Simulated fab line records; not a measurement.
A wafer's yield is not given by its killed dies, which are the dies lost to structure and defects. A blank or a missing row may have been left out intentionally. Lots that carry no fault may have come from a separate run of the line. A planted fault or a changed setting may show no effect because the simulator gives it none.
Chamber matching    flow nandHarc    NHARC_A_WL_FILL_ALD_02 on aldMetal-03 has 4 sister chambers
The step deposits TiN, target thk 2 nm, pulse time 3 s, ald cycles 100. 14 wafers are shown with their chamber, then 7 later ones without.

WAFERS PAIRED WITH THEIR CHAMBERS
wafer   chamber  heaterPowerW (W)  precursorPulseHeightRel
L074.1  3        1188              0.981
L074.2  1        1373              0.997
L074.5  2        1244              0.984
L078.4  0        1382              0.966
L078.5  1        1312              0.997
L078.6  2        1242              0.979
L082.2  0        1364              1.008
L082.4  3        1203              1.018
L082.6  0        1398              1.008
L083.2  1        1320              1.013
L083.3  3        1163              0.995
L083.5  3        1214              0.992
L089.2  0        1456              1.009
L089.4  3        1164              0.978

SIGNATURES (means of the wafers above)
reading                  chamber 0  chamber 1  chamber 2  chamber 3  scatter within a chamber
heaterPowerW             1400.00    1335.00    1243.00    1186.40    30.1
precursorPulseHeightRel  0.99775    1.00233    0.98150    0.99280    0.0159
Rule: a wafer's distance from a chamber is the root of the sum, over the readings, of the square of ((its reading less the chamber's mean) divided by the reading's scatter). The wafer belongs to the nearest chamber; if the next one is less than 2 further off, it can't be placed. The scatter is the square root of a quotient: the sum, over the shown wafers, of each reading's squared deviation from its chamber's mean, divided by wafers minus chambers.

WAFERS MISSING THEIR CHAMBER
wafer   heaterPowerW (W)  precursorPulseHeightRel
L089.5  1134              0.987
L091.2  1260              0.996
L091.3  1132              1.037
L091.6  1274              1.022
L092.1  1154              0.969
L092.3  1283              1.008
L092.5  1177              1.001

THE CHAMBER EACH PASSED THROUGH
wafer   from the rows above           in truth
L089.5  can't be placed: 3 or 2       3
L091.2  can't be placed: 2 or 3 or 1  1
L091.3  can't be placed: 3 or 2       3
L091.6  can't be placed: 1 or 2 or 3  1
L092.1  can't be placed: 3 or 2       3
L092.3  can't be placed: 1 or 2 or 3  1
L092.5  can't be placed: 3 or 2       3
Correctly placed: 0 of 7. Cannot be placed on the basis of these rows: 7; the candidates contain the true chamber in 7. Wrongly placed: 0.
